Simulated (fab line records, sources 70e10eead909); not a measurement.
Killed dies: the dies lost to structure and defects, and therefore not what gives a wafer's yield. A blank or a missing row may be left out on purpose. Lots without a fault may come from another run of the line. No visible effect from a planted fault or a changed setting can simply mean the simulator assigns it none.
Matching of chambers | flow nand harc | pecvd-02 running NHARC_P_GATE_DEP_103: 3 sister chambers
The step deposits SiON, target thk 30 nm. 16 wafers are shown with their chamber, then 8 later ones without.

WAFERS, EACH WITH ITS CHAMBER
wafer  | chamber | rf fwd power W (W) | heater power w (W)
L081.1 | 1       | 348.3              | 726
L081.5 | 0       | 347.0              | 692
L081.6 | 1       | 349.1              | 732
L083.2 | 1       | 347.6              | 642
L083.3 | 0       | 346.1              | 759
L083.4 | 0       | 346.1              | 745
L084.1 | 0       | 347.4              | 764
L084.3 | 1       | 349.6              | 710
L084.5 | 2       | 347.7              | 799
L089.2 | 1       | 350.6              | 749
L089.3 | 2       | 347.4              | 764
L089.6 | 0       | 346.8              | 850
L090.1 | 1       | 348.6              | 739
L090.4 | 0       | 348.7              | 872
L090.5 | 2       | 348.5              | 768
L091.2 | 1       | 347.7              | 748

SIGNATURES (averages over the wafers above)
reading        | chamber 0 | chamber 1 | chamber 2 | scatter within a chamber
rf fwd power W | 347.017   | 348.786   | 347.867   | 0.971
heater power w | 780.33    | 720.86    | 777.00    | 49.7
Rule: distance of a wafer from a chamber = root of the sum over the readings of ((wafer's reading minus chamber's mean) / reading's scatter) squared. If the next closest chamber is less than 2 further off than the closest, the wafer can't be placed; otherwise it belongs to the closest. The scatter is the square root of a quotient: the sum, over the shown wafers, of each reading's squared deviation from its chamber's mean, divided by wafers minus chambers.

WAFERS MISSING THEIR CHAMBER
wafer  | rf fwd power W (W) | heater power w (W)
L091.3 | 346.9              | 855
L091.4 | 348.3              | 733
L094.1 | 347.4              | 747
L094.4 | 348.4              | 693
L094.5 | 347.5              | 763
L095.1 | 348.1              | 883
L095.3 | 347.5              | 730
L095.4 | 348.0              | 749

EACH ONE'S CHAMBER
wafer  | from the rows above          | in truth
L091.3 | can't be placed: 0 or 2 or 1 | 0
L091.4 | can't be placed: 1 or 2 or 0 | 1
L094.1 | can't be placed: 2 or 0 or 1 | 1
L094.4 | can't be placed: 1 or 2 or 0 | 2
L094.5 | can't be placed: 2 or 0 or 1 | 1
L095.1 | can't be placed: 2 or 0 or 1 | 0
L095.3 | can't be placed: 2 or 0 or 1 | 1
L095.4 | can't be placed: 2 or 1 or 0 | 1
Correct placement for 0 of the 8. These rows do not allow placing 8 (true chamber among the candidates in 8). Placed wrongly: 0.
